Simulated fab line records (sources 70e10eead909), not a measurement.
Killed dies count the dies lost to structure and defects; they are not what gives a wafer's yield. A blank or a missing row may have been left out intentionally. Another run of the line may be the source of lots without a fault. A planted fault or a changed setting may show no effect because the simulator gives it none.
Chamber matching / flow nand-harc / ald-hk-02 running NHARC_A_STAIRCASE_ALD_415: 4 sister chambers
The step deposits SiO2, target thk 30 nm, pulse time 6 s, ald cycles 300. 8 wafers are shown with their chamber, then 12 later ones without.

EACH WAFER AND ITS CHAMBER
wafer=L085.1; chamber=2; heater-power-w (W)=408; precursor-pulse-height-rel=0.966
wafer=L089.2; chamber=3; heater-power-w (W)=478; precursor-pulse-height-rel=0.981
wafer=L093.2; chamber=1; heater-power-w (W)=457; precursor-pulse-height-rel=0.988
wafer=L093.3; chamber=0; heater-power-w (W)=389; precursor-pulse-height-rel=1.025
wafer=L093.6; chamber=1; heater-power-w (W)=458; precursor-pulse-height-rel=1.025
wafer=L093.1; chamber=2; heater-power-w (W)=425; precursor-pulse-height-rel=1.000
wafer=L093.4; chamber=3; heater-power-w (W)=468; precursor-pulse-height-rel=0.980
wafer=L093.5; chamber=0; heater-power-w (W)=376; precursor-pulse-height-rel=1.013

WAFERS MISSING THEIR CHAMBER
wafer=L094.2; heater-power-w (W)=462; precursor-pulse-height-rel=1.028
wafer=L094.4; heater-power-w (W)=454; precursor-pulse-height-rel=1.017
wafer=L094.6; heater-power-w (W)=446; precursor-pulse-height-rel=1.008
wafer=L095.2; heater-power-w (W)=452; precursor-pulse-height-rel=1.022
wafer=L095.5; heater-power-w (W)=418; precursor-pulse-height-rel=1.018
wafer=L095.6; heater-power-w (W)=467; precursor-pulse-height-rel=1.013
wafer=L097.1; heater-power-w (W)=424; precursor-pulse-height-rel=1.022
wafer=L097.2; heater-power-w (W)=446; precursor-pulse-height-rel=0.999
wafer=L097.5; heater-power-w (W)=421; precursor-pulse-height-rel=1.026
wafer=L096.1; heater-power-w (W)=470; precursor-pulse-height-rel=0.976
wafer=L096.5; heater-power-w (W)=383; precursor-pulse-height-rel=0.988
wafer=L096.6; heater-power-w (W)=460; precursor-pulse-height-rel=1.013

EACH ONE'S CHAMBER
wafer=L094.2; from the rows above=can't be placed: 1 or 3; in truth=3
wafer=L094.4; from the rows above=1; in truth=1
wafer=L094.6; from the rows above=1; in truth=1
wafer=L095.2; from the rows above=1; in truth=1
wafer=L095.5; from the rows above=2; in truth=2
wafer=L095.6; from the rows above=can't be placed: 1 or 3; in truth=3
wafer=L097.1; from the rows above=can't be placed: 2 or 1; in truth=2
wafer=L097.2; from the rows above=can't be placed: 1 or 3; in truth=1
wafer=L097.5; from the rows above=2; in truth=2
wafer=L096.1; from the rows above=can't be placed: 3 or 1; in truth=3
wafer=L096.5; from the rows above=0; in truth=0
wafer=L096.6; from the rows above=can't be placed: 1 or 3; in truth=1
Correctly placed: 6 of 12. Not placeable from these rows: 6 (in 6, the candidates include the true chamber). Number placed wrongly: 0.
How it was worked out, from the rows above alone: a wafer's distance from a chamber is the root of the sum, over the readings, of the square of ((its reading less the chamber's mean) divided by the reading's scatter). The wafer belongs to the nearest chamber; if the next one is less than 2 further off, it can't be placed. The mean given for a chamber averages the wafers shown for that chamber. The scatter is the square root of a quotient: the sum, over the shown wafers, of each reading's squared deviation from its chamber's mean, divided by wafers minus chambers.
